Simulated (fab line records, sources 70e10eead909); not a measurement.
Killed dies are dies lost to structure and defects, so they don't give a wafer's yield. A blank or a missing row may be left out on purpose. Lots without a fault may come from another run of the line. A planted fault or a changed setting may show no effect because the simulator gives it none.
fab line records | flow nand_harc
record lots=7 wafers=21 last_day=25
route steps=1159 shown A_STAIRCASE@548 END@1159
lots that met no fault: from a run of the same line without faults
start_h: hours from the record's first day to the start of the lot's first wafer shown | wait_h: hours since the lot's step before | " the same as in the row above | L1.1+2: a row that stands for several wafers | - no value, or no start given | * or withheld: withheld | < > ~ a bound
route shown NAME@n: a module of which the file shows steps, and the number in the route of the first | usual: mean/standard deviation of fault-free wafers | same: alike in all rows | chamber/n: place in a boat | sites: the reading at each site | _std_site: their standard deviation | _edge_site: outer sites' mean less inner sites' | radius_mm: how far each site lies from the wafer's centre | mask NAME#n: copy n | behind: the tool/chamber that last shaped the wafer | hold: why the lot was held/for how many hours/how that ended | device: the transistor (n, p or np) that didn't switch | end of line: the same wafers' tests at the end of the route | a step without rows: its recipe alone | killed: dies lost to structure and defects at the first sort, not the wafer's yield | map: a wafer's dies, x killed, . not, _ none there
set.NAME: the setting as run; set.NAME@STEP: as run at that earlier step | model.NAME: the simulator's own value behind a step, which no gauge read
lots at some steps of the route; a table a step, a row a wafer
services: from which hour (start_h, from the record's first day; less than 0 if before it) a tool's chamber was out of use, for how many hours, and why
## steps
# step NHARC_A_STAIRCASE_TRIM_12
# recipe time_s=211.2 o2_flow_sccm=500 ar_flow_sccm=0 bias_w=0 chemistry=O2
# usual drypump_motor_current_A=5.5/0.44 oes_product_au=1.004/0.0093 rf_vpp_V=57.7/0.82 showerhead_plenum_p_Torr=3.47/0.13 throttle_valve_pct=17.036/0.0091
# columns lot.wafer tool chamber start_h wait_h drypump_motor_current_A oes_product_au rf_hours_counter_h rf_vpp_V showerhead_plenum_p_Torr throttle_valve_pct
L172.4 rie_diel-01 0 258.60 0.1 5.9 1.018 37 57.0 3.31 17.030
L172.3 " 2 " " 6.2 1.002 46 56.3 3.43 17.030
L172.6 " 1 " " 4.8 1.002 - 56.3 3.29 17.033
L176.4 rie_diel-04 3 282.63 0.1 5.3 1.005 54 57.6 3.38 17.043
L176.1 " 0 " " 5.6 0.994 56 57.8 3.52 17.019
L176.6 " 0 " " 5.6 0.999 - 57.1 3.52 17.049
L179.3 rie_diel-02 0 316.46 0.1 6.0 1.008 52 58.6 3.48 17.048
L179.5 " 1 " " 5.5 1.001 - 57.7 3.58 17.034
L179.6 " 2 " " 5.3 1.013 - 57.5 3.28 17.037
L182.2 rie_diel-02 1 322.59 0.1 5.5 0.996 57 57.9 3.58 17.029
L182.6 " 1 " " 5.5 1.003 - 56.9 3.58 17.021
L182.5 " 2 " " 5.3 1.007 - 57.9 3.28 17.042
L183.2 rie_diel-01 2 328.44 0.1 6.2 0.999 1 58.5 3.42 17.028
L183.4 " 0 " " 5.9 0.997 1 57.5 3.30 17.032
L183.5 " 2 " " 6.2 1.003 - 59.2 3.42 17.029
L184.1 rie_diel-04 1 328.72 0.1 5.0 1.007 11 57.0 3.52 17.037
L184.5 " 1 " " 5.0 1.008 - 57.3 3.52 17.035
L184.6 " 2 " " 5.9 1.008 - 58.3 3.48 17.043
L189.2 rie_diel-02 3 371.59 0.1 5.4 1.002 7 58.3 3.52 17.038
L189.4 " 0 " " 5.9 1.011 12 56.9 3.47 17.036
L189.6 " 2 " " 5.2 1.008 - 58.7 3.80 17.035
# step NHARC_A_STAIRCASE_ETCH_13
# recipe target_depth_a=1000 time_s=40.5 ion_energy_ev=400 c4f8_flow_sccm=20 o2_flow_sccm=10 ar_flow_sccm=withheld rf_w=600 bias_w=1000 chemistry=C4F8/O2
# usual bias_w=1000/3 chamber_pressure_mTorr=25.002/0.023 oes_product_au=0.943/0.016 rf_vpp_V=894/4.4
# columns lot.wafer tool chamber start_h wait_h bias_w chamber_pressure_mTorr oes_product_au rf_hours_counter_h rf_vpp_V
L172.4 rie_diel-01 3 - - 994 25.029 0.963 41 898
L172.3 " 0 " " 997 25.011 0.961 37 889
L172.6 " 0 " " 996 24.976 0.965 - 888
L176.1 rie_diel-04 1 - - 997 24.982 0.932 59 896
L176.4 " 3 " " 1000 24.987 0.930 54 891
L176.6 " 1 " " 999 25.028 0.937 - 895
L179.3 rie_diel-02 3 - - 1004 24.973 0.919 54 896
L179.5 " 2 " " 999 25.024 0.933 - 886
L179.6 " 3 " " 1005 24.961 0.926 - 897
L182.2 rie_diel-02 2 - - 996 24.986 0.930 62 887
L182.6 " 0 " " 1003 24.960 0.928 - 894
L182.5 " 1 " " 995 25.020 0.932 - 898
L183.2 rie_diel-01 0 - - 999 24.998 0.929 1 888
L183.4 " 1 " " 1002 24.984 0.934 1 906
L183.5 " 3 " " 999 24.994 0.925 - 898
L184.1 rie_diel-04 2 - - 1004 25.007 0.946 12 894
L184.5 " 2 " " 1004 24.993 0.948 - 894
L184.6 " 3 " " 1003 25.015 0.931 - 890
L189.4 rie_diel-02 0 - - 996 25.030 0.980 12 893
L189.2 " 2 " " 999 25.034 0.954 11 905
L189.6 " 3 " " 992 25.037 0.958 - 895
# step NHARC_A_STAIRCASE_TRIM_14
# recipe time_s=211.2 o2_flow_sccm=500 ar_flow_sccm=0 bias_w=0 chemistry=O2
# step NHARC_A_STAIRCASE_ETCH_15
# recipe target_depth_a=1000 time_s=40.5 ion_energy_ev=400 c4f8_flow_sccm=20 o2_flow_sccm=10 ar_flow_sccm=withheld rf_w=600 bias_w=1000 chemistry=C4F8/O2
# step NHARC_A_STAIRCASE_TRIM_16
# recipe time_s=211.2 o2_flow_sccm=500 ar_flow_sccm=0 bias_w=0 chemistry=O2
# step NHARC_A_STAIRCASE_ETCH_17
# recipe target_depth_a=1000 time_s=40.5 ion_energy_ev=400 c4f8_flow_sccm=20 o2_flow_sccm=10 ar_flow_sccm=withheld rf_w=600 bias_w=1000 chemistry=C4F8/O2
# usual bias_w=999.9/3 chamber_pressure_mTorr=25.003/0.026 oes_product_au=0.946/0.012 rf_vpp_V=894/4.7
# columns lot.wafer tool chamber start_h wait_h bias_w chamber_pressure_mTorr oes_product_au rf_hours_counter_h rf_vpp_V
L172.3 rie_diel-01 2 - - 999.3 24.988 0.955 46 893
L172.4 " 0 " " 997.7 25.022 0.964 38 887
L172.6 " 1 " " 998.9 25.037 0.965 - 887
L176.1 rie_diel-04 2 - - 996.9 24.966 0.940 60 895
L176.4 " 0 " " 993.3 25.032 0.925 56 895
L176.6 " 2 " " 997.3 24.978 0.937 - 895
L179.3 rie_diel-02 3 - - 1005.2 24.958 0.937 55 897
L179.6 " 1 " " 999.0 25.041 0.941 - 897
L179.5 " 2 " " 998.1 25.001 0.943 - 885
L182.2 rie_diel-02 3 - - 1002.4 25.073 0.922 57 895
L182.5 " 3 " " 997.4 24.973 0.935 - 896
L182.6 " 0 " " 1001.2 24.966 0.948 - 894
L183.2 rie_diel-01 1 - - 1000.7 25.023 0.927 2 906
L183.4 " 3 " " 999.5 24.995 0.935 4 898
L183.5 " 0 " " 1000.3 24.955 0.941 - 887
L184.1 rie_diel-04 3 - - 1006.4 25.012 0.924 14 889
L184.5 " 1 " " 1003.8 24.985 0.941 - 897
L184.6 " 2 " " 1001.6 25.007 0.939 - 894
L189.4 rie_diel-02 3 - - 1001.5 25.029 0.954 7 897
L189.2 " 0 " " 1000.7 24.980 0.966 13 894
L189.6 " 1 " " 995.0 25.045 0.967 - 898
# step NHARC_A_STAIRCASE_TRIM_18
# recipe time_s=211.2 o2_flow_sccm=500 ar_flow_sccm=0 bias_w=0 chemistry=O2
# step NHARC_A_STAIRCASE_ETCH_19
# recipe target_depth_a=1000 time_s=40.5 ion_energy_ev=400 c4f8_flow_sccm=20 o2_flow_sccm=10 ar_flow_sccm=withheld rf_w=600 bias_w=1000 chemistry=C4F8/O2
# usual bias_w=1000/3.1 chamber_pressure_mTorr=24.998/0.023 oes_product_au=0.946/0.011 rf_vpp_V=894/4.6
# columns lot.wafer tool chamber start_h wait_h bias_w chamber_pressure_mTorr oes_product_au rf_hours_counter_h rf_vpp_V
L172.3 rie_diel-01 2 - - 998 24.958 0.947 46 891
L172.4 " 3 " " 996 25.038 0.943 42 895
L172.6 " 1 " " 997 24.982 0.947 - 888
L176.1 rie_diel-04 0 - - 998 25.023 0.941 57 895
L176.4 " 2 " " 997 24.953 0.958 61 894
L176.6 " 0 " " 993 24.965 0.941 - 897
L179.3 rie_diel-02 2 - - 998 25.014 0.942 59 888
L179.5 " 0 " " 1003 24.966 0.957 - 895
L179.6 " 1 " " 1002 25.024 0.933 - 896
L182.2 rie_diel-02 3 - - 998 24.993 0.948 57 897
L182.5 " 1 " " 1006 24.979 0.947 - 898
L182.6 " 2 " " 999 25.020 0.955 - 887
L183.2 rie_diel-01 0 - - 999 24.957 0.951 3 887
L183.4 " 1 " " 1001 24.981 0.944 3 906
L183.5 " 3 " " 1001 25.003 0.941 - 896
L184.1 rie_diel-04 3 - - 1002 25.006 0.920 14 891
L184.5 " 0 " " 1004 25.039 0.928 - 895
L184.6 " 1 " " 999 24.991 0.929 - 896
L189.4 rie_diel-02 3 - - 999 25.013 0.956 8 896
L189.2 " 0 " " 998 24.967 0.959 13 893
L189.6 " 3 " " 1003 24.964 0.951 - 895
# step NHARC_A_STAIRCASE_TRIM_20
# recipe time_s=211.2 o2_flow_sccm=500 ar_flow_sccm=0 bias_w=0 chemistry=O2
# step NHARC_A_STAIRCASE_ETCH_21
# recipe target_depth_a=1000 time_s=40.5 ion_energy_ev=400 c4f8_flow_sccm=20 o2_flow_sccm=10 ar_flow_sccm=withheld rf_w=600 bias_w=1000 chemistry=C4F8/O2
# step NHARC_A_STAIRCASE_TRIM_22
# recipe time_s=211.2 o2_flow_sccm=500 ar_flow_sccm=0 bias_w=0 chemistry=O2
# usual drypump_motor_current_A=5.5/0.42 oes_product_au=1.004/0.0087 rf_vpp_V=57.7/0.9 showerhead_plenum_p_Torr=3.47/0.12 throttle_valve_pct=17.037/0.0092
# columns lot.wafer tool chamber start_h wait_h drypump_motor_current_A oes_product_au rf_hours_counter_h rf_vpp_V showerhead_plenum_p_Torr throttle_valve_pct
L172.4 rie_diel-01 2 - - 6.2 0.997 46 57.2 3.43 17.037
L172.3 " 3 " " 5.4 0.993 42 55.9 3.57 17.026
L172.6 " 2 " " 6.2 0.996 - 60.2 3.43 17.042
L176.4 rie_diel-01 3 - - 5.4 1.007 53 58.7 3.57 17.035
L176.1 " 0 " " 5.9 1.005 51 57.9 3.31 17.037
L176.6 " 3 " " 5.3 1.001 - 58.9 3.57 17.024
L179.3 rie_diel-02 2 - - 5.2 1.023 59 57.8 3.28 17.031
L179.5 " 0 " " 5.9 1.003 - 57.2 3.48 17.041
L179.6 " 1 " " 5.5 1.007 - 58.3 3.58 17.030
L182.2 rie_diel-02 3 - - 5.4 1.002 57 58.0 3.53 17.028
L182.5 " 0 " " 6.0 1.003 - 58.8 3.48 17.026
L182.6 " 1 " " 5.5 1.006 - 58.1 3.58 17.033
L183.2 rie_diel-01 3 - - 5.4 0.996 4 58.7 3.56 17.042
L183.4 " 1 " " 4.8 0.994 3 59.3 3.81 17.035
L183.5 " 2 " " 6.2 0.995 - 57.1 3.42 17.048
L184.1 rie_diel-04 3 - - 5.2 0.993 14 55.5 3.37 17.035
L184.5 " 1 " " 5.0 1.017 - 56.5 3.52 17.041
L184.6 " 2 " " 5.9 1.016 - 56.1 3.48 17.030
L189.4 rie_diel-04 2 - - 5.9 1.005 30 58.1 3.47 17.045
L189.2 " 3 " " 5.3 1.007 26 57.6 3.36 17.036
L189.6 " 3 " " 5.3 1.000 - 58.4 3.36 17.022
# step NHARC_A_STAIRCASE_ETCH_23
# recipe target_depth_a=1000 time_s=40.5 ion_energy_ev=400 c4f8_flow_sccm=20 o2_flow_sccm=10 ar_flow_sccm=withheld rf_w=600 bias_w=1000 chemistry=C4F8/O2
# usual bias_w=999.7/2.8 chamber_pressure_mTorr=24.999/0.025 oes_product_au=0.945/0.013 rf_vpp_V=894/4.5
# columns lot.wafer tool chamber start_h wait_h bias_w chamber_pressure_mTorr oes_product_au rf_hours_counter_h rf_vpp_V
L172.3 rie_diel-01 3 260.16 - 996.6 24.971 0.937 42 899
L172.4 " 1 " " 999.5 24.981 0.959 38 888
L172.6 " 2 " " 1002.5 24.976 0.952 - 893
L176.4 rie_diel-01 0 284.81 - 1000.4 24.975 0.953 51 888
L176.1 " 1 " " 1003.1 24.991 0.940 51 886
L176.6 " 2 " " 996.0 24.999 0.956 - 893
L179.3 rie_diel-02 2 318.06 - - - - - -
L179.5 " 2 " " - - - - -
L179.6 " 3 " " - - - - -
L182.2 rie_diel-02 1 324.17 - - - - - -
L182.6 " 2 " " - - - - -
L182.5 " 3 " " - - - - -
L183.2 rie_diel-01 2 331.37 - - - - - -
L183.4 " 3 " " - - - - -
L183.5 " 2 " " - - - - -
L184.1 rie_diel-04 3 334.42 - 999.4 25.054 0.919 14 890
L184.5 " 3 " " 1001.1 25.011 0.919 - 889
L184.6 " 0 " " 1001.0 24.994 0.925 - 895
L189.4 rie_diel-04 0 374.47 - 1000.2 24.985 0.944 32 894
L189.2 " 2 " " 1002.7 25.016 0.930 31 894
L189.6 " 3 " " 1001.5 24.988 0.926 - 889
# step NHARC_A_STAIRCASE_TRIM_24
# recipe time_s=211.2 o2_flow_sccm=500 ar_flow_sccm=0 bias_w=0 chemistry=O2
# step NHARC_END_SORT_01
# recipe temp_c=25
# usual killed_at_array=27/11 killed_at_other=0.7/1.1 killed_at_periphery=3.4/2.1 killed_dies=31/12 killed_open=3.6/2 killed_short=2.0/1.3
# same gross_dies=677
# columns lot.wafer tool chamber start_h wait_h killed_at_array killed_at_other killed_at_periphery killed_dies killed_open killed_short
L179.3 prober-02 0 520.18 3.1 672 1 4 677 6 2
L179.5 prober-02 0 521.77 3.7 672 2 3 677 6 4
L179.6 prober-02 0 522.56 4.0 672 1 4 677 9 2
L182.2 prober-01 0 533.42 2.8 671 3 3 677 2 1
L182.5 prober-01 0 535.82 3.7 669 1 7 677 4 2
L182.6 prober-01 0 536.63 4.0 674 1 2 677 4 1
L183.2 prober-02 0 541.18 2.8 668 1 8 677 3 1
L183.4 prober-02 0 542.77 3.4 673 0 4 677 2 3
L183.5 prober-02 0 543.57 3.7 673 1 3 677 3 4
# killed by level:class
L179.3 A_STAIRCASE:area_etch=625 A_CHANNEL_HOLE_D1:chamber_film_flake=21 A_STAIRCASE:chamber_film_flake=9 A_SLIT:chamber_film_flake=8 A_CONTACT:geometric_particle:open=3 A_CONTACT:chamber_film_flake=2 P_GATE:geometric_particle:open=1 P_CONTACT:geometric_particle:open=1
L179.5 A_STAIRCASE:area_etch=611 A_CHANNEL_HOLE_D1:chamber_film_flake=22 A_SLIT:chamber_film_flake=15 A_STAIRCASE:chamber_film_flake=12 A_CONTACT:chamber_film_flake=5 A_SGD_CUT:geometric_particle:open=2 A_CONTACT:geometric_particle:open=2 STARTING-WAFER:geometric_particle:short=2
L179.6 A_STAIRCASE:area_etch=617 A_CHANNEL_HOLE_D1:chamber_film_flake=20 A_STAIRCASE:chamber_film_flake=14 A_SLIT:chamber_film_flake=8 A_CONTACT:chamber_film_flake=4 P_M0:geometric_particle:open=2 A_CONTACT:geometric_particle:open=2 A_M0:geometric_particle:open=2
L182.2 A_STAIRCASE:area_etch=653 A_SLIT:chamber_film_flake=7 A_CHANNEL_HOLE_D1:chamber_film_flake=6 A_CONTACT:chamber_film_flake=3 THIN_TSV:chamber_film_flake=3 P_CONTACT:geometric_particle:short=1 P_M0:geometric_particle:open=1 A_M0:geometric_particle:open=1
L182.5 A_STAIRCASE:area_etch=642 A_SLIT:chamber_film_flake=11 A_CHANNEL_HOLE_D1:chamber_film_flake=7 A_STAIRCASE:chamber_film_flake=3 P_STI:chamber_film_flake=2 P_GATE:chamber_film_flake=2 A_CONTACT:chamber_film_flake=2 P_GATE:geometric_particle:open=1
L182.6 A_STAIRCASE:area_etch=655 A_SLIT:chamber_film_flake=10 A_CHANNEL_HOLE_D1:chamber_film_flake=3 A_WL_FILL:geometric_particle:open=2 P_M1:geometric_particle:open=1 A_CONTACT:geometric_particle:short=1 A_BLC:geometric_particle:open=1 P_STI:chamber_film_flake=1
L183.2 A_STAIRCASE:area_etch=630 A_CHANNEL_HOLE_D1:chamber_film_flake=32 P_ZERO_WELL:chamber_film_flake=6 A_CONTACT:chamber_film_flake=2 P_CONTACT:geometric_particle:open=1 A_ONON_D1:geometric_particle:open=1 A_SGD_CUT:geometric_particle:short=1 A_BLC:geometric_particle:open=1
L183.4 A_STAIRCASE:area_etch=647 A_CHANNEL_HOLE_D1:chamber_film_flake=18 P_ZERO_WELL:chamber_film_flake=3 A_CONTACT:chamber_film_flake=3 A_ONON_D1:geometric_particle:short=1 A_CHANNEL_HOLE_D1:geometric_particle:short=1 A_CHANNEL_FILL_D1:geometric_particle:short=1 A_CONTACT:geometric_particle:open=1
L183.5 A_STAIRCASE:area_etch=645 A_CHANNEL_HOLE_D1:chamber_film_flake=18 A_CONTACT:chamber_film_flake=5 P_ZERO_WELL:chamber_film_flake=2 P_CONTACT:geometric_particle:short=1 A_SOURCE_PLATE:geometric_particle:open=1 A_WL_FILL:geometric_particle:short=1 A_CONTACT:geometric_particle:open=1
# map L179.3 (x killed, . not)
____________x____________
_________xxxxxxx_________
_______xxxxxxxxxxx_______
______xxxxxxxxxxxxx______
_____xxxxxxxxxxxxxxx_____
____xxxxxxxxxxxxxxxxx____
____xxxxxxxxxxxxxxxxx____
___xxxxxxxxxxxxxxxxxxx___
___xxxxxxxxxxxxxxxxxxx___
__xxxxxxxxxxxxxxxxxxxxx__
__xxxxxxxxxxxxxxxxxxxxx__
_xxxxxxxxxxxxxxxxxxxxxxx_
_xxxxxxxxxxxxxxxxxxxxxxx_
_xxxxxxxxxxxxxxxxxxxxxxx_
_xxxxxxxxxxxxxxxxxxxxxxx_
_xxxxxxxxxxxxxxxxxxxxxxx_
xxxxxxxxxxxxxxxxxxxxxxxxx
xxxxxxxxxxxxxxxxxxxxxxxxx
xxxxxxxxxxxxxxxxxxxxxxxxx
xxxxxxxxxxxxxxxxxxxxxxxxx
xxxxxxxxxxxxxxxxxxxxxxxxx
_xxxxxxxxxxxxxxxxxxxxxxx_
_xxxxxxxxxxxxxxxxxxxxxxx_
_xxxxxxxxxxxxxxxxxxxxxxx_
_xxxxxxxxxxxxxxxxxxxxxxx_
_xxxxxxxxxxxxxxxxxxxxxxx_
__xxxxxxxxxxxxxxxxxxxxx__
__xxxxxxxxxxxxxxxxxxxxx__
___xxxxxxxxxxxxxxxxxxx___
___xxxxxxxxxxxxxxxxxxx___
____xxxxxxxxxxxxxxxxx____
____xxxxxxxxxxxxxxxxx____
_____xxxxxxxxxxxxxxx_____
______xxxxxxxxxxxxx______
_______xxxxxxxxxxx_______
_________xxxxxxx_________
____________x____________
# map L182.2 (x killed, . not)
____________x____________
_________xxxxxxx_________
_______xxxxxxxxxxx_______
______xxxxxxxxxxxxx______
_____xxxxxxxxxxxxxxx_____
____xxxxxxxxxxxxxxxxx____
____xxxxxxxxxxxxxxxxx____
___xxxxxxxxxxxxxxxxxxx___
___xxxxxxxxxxxxxxxxxxx___
__xxxxxxxxxxxxxxxxxxxxx__
__xxxxxxxxxxxxxxxxxxxxx__
_xxxxxxxxxxxxxxxxxxxxxxx_
_xxxxxxxxxxxxxxxxxxxxxxx_
_xxxxxxxxxxxxxxxxxxxxxxx_
_xxxxxxxxxxxxxxxxxxxxxxx_
_xxxxxxxxxxxxxxxxxxxxxxx_
xxxxxxxxxxxxxxxxxxxxxxxxx
xxxxxxxxxxxxxxxxxxxxxxxxx
xxxxxxxxxxxxxxxxxxxxxxxxx
xxxxxxxxxxxxxxxxxxxxxxxxx
xxxxxxxxxxxxxxxxxxxxxxxxx
_xxxxxxxxxxxxxxxxxxxxxxx_
_xxxxxxxxxxxxxxxxxxxxxxx_
_xxxxxxxxxxxxxxxxxxxxxxx_
_xxxxxxxxxxxxxxxxxxxxxxx_
_xxxxxxxxxxxxxxxxxxxxxxx_
__xxxxxxxxxxxxxxxxxxxxx__
__xxxxxxxxxxxxxxxxxxxxx__
___xxxxxxxxxxxxxxxxxxx___
___xxxxxxxxxxxxxxxxxxx___
____xxxxxxxxxxxxxxxxx____
____xxxxxxxxxxxxxxxxx____
_____xxxxxxxxxxxxxxx_____
______xxxxxxxxxxxxx______
_______xxxxxxxxxxx_______
_________xxxxxxx_________
____________x____________
## services
# columns tool chamber start_h hours kind
rie_diel-01 0 236.14 16.6 repair
rie_diel-02 0 258.53 - clean
rie_diel-02 1 258.53 - clean
rie_diel-02 2 258.53 - clean
rie_diel-02 3 258.53 - clean
rie_diel-02 0 283.09 - clean
rie_diel-02 1 283.09 - clean
rie_diel-02 2 283.09 - clean
rie_diel-02 3 283.09 - clean
rie_diel-04 - 288.94 9.0 pm
rie_diel-02 0 307.59 - clean
rie_diel-02 1 307.59 - clean
rie_diel-02 2 307.59 - clean
rie_diel-02 3 307.59 - clean
rie_diel-04 3 308.63 6.8 repair
rie_diel-01 - 315.80 9.0 pm
rie_diel-02 - 328.71 9.0 pm
rie_diel-02 0 328.71 9.0 vent_cycle
rie_diel-02 1 328.71 9.0 vent_cycle
rie_diel-02 2 328.71 9.0 vent_cycle
rie_diel-02 3 328.71 9.0 vent_cycle
rie_diel-02 0 337.71 - clean
rie_diel-02 3 355.31 12.3 repair
rie_diel-04 3 359.07 13.1 repair
## key
first_sign step=NHARC_A_STAIRCASE_ETCH_23 reading=tool_record direction=missing
effect step=NHARC_END_SORT_01 reading=killed_at_array direction=up sigmas=57 usual=27 struck=672
more_kills_born_at NHARC_A_STAIRCASE_ETCH_23@rie_diel-02=3806 NHARC_A_STAIRCASE_ETCH_23@rie_diel-01=1922
met_at NHARC_A_STAIRCASE_ETCH_23
struck_wafers L179.3,L179.5,L179.6,L182.2,L182.5,L182.6,L183.2,L183.4,L183.5
later_rows_left_out L179.3,L179.5,L179.6,L182.2,L182.5,L182.6,L183.2,L183.4,L183.5
tester_left_out L179,L182,L183
onset_between 284.81 318.06
fault kind=skipped_step_whole tool=rie_diel-01,rie_diel-02 chamber=- onset_h=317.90 steps=NHARC_A_STAIRCASE_ETCH_23 scope=struck_lots_only
# tester_left_out: of these lots the tester's yield and bins aren't shown, on N5 and GAA mostly nor the transistor test; their killed dies are dies lost to structure and defects alone, not to doping, threshold or leakage, so they don't give the yield
# later_rows_left_out: the simulator's readings of these wafers behind a module that went badly wrong aren't trusted and aren't shown, but for the sort
